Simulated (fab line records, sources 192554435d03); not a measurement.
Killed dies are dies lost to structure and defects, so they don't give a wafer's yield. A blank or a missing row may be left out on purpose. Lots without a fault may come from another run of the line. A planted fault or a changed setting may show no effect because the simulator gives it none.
Chamber matching | flow n5_finfet | N5_DUMMY_GATE_DESCUM_20 on rie_diel-02: 4 sister chambers
The step chemistry O2, time 6.2 s. 4 wafers are shown with their chamber, then 8 later ones without.

WAFERS WITH THEIR CHAMBER
wafer  | chamber | showerhead_plenum_p_Torr (Torr)
L078.5 | 1       | 1.98
L087.5 | 3       | 2.17
L088.5 | 2       | 2.00
L090.1 | 0       | 2.15

WAFERS WITHOUT THEIR CHAMBER
wafer  | showerhead_plenum_p_Torr (Torr)
L090.2 | 2.00
L090.5 | 2.16
L092.1 | 2.15
L092.3 | 2.00
L092.4 | 2.16
L097.1 | 2.23
L097.4 | 2.15
L097.6 | 1.99

WHICH CHAMBER EACH WENT THROUGH
wafer  | from the rows above     | in truth
L090.2 | can't be placed: 2 or 1 | 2
L090.5 | can't be placed: 3 or 0 | 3
L092.1 | can't be placed: 0 or 3 | 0
L092.3 | can't be placed: 2 or 1 | 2
L092.4 | can't be placed: 3 or 0 | 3
L097.1 | can't be placed: 3 or 0 | 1
L097.4 | can't be placed: 0 or 3 | 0
L097.6 | can't be placed: 1 or 2 | 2
Placed correctly: 0 of 8. Can't be placed from these rows: 8 (the true chamber is among the candidates in 7). Placed wrongly: 0.
How it was worked out, from the rows above alone: a wafer's distance from a chamber is the root of the sum, over the readings, of the square of ((its reading less the chamber's mean) divided by the reading's scatter). The wafer belongs to the nearest chamber; if the next one is less than 2 further off, it can't be placed. A chamber's mean is the mean of its shown wafers. The scatter: with one shown wafer a chamber, the root of the mean of the squares of how far each hidden wafer lies from its nearest shown one.
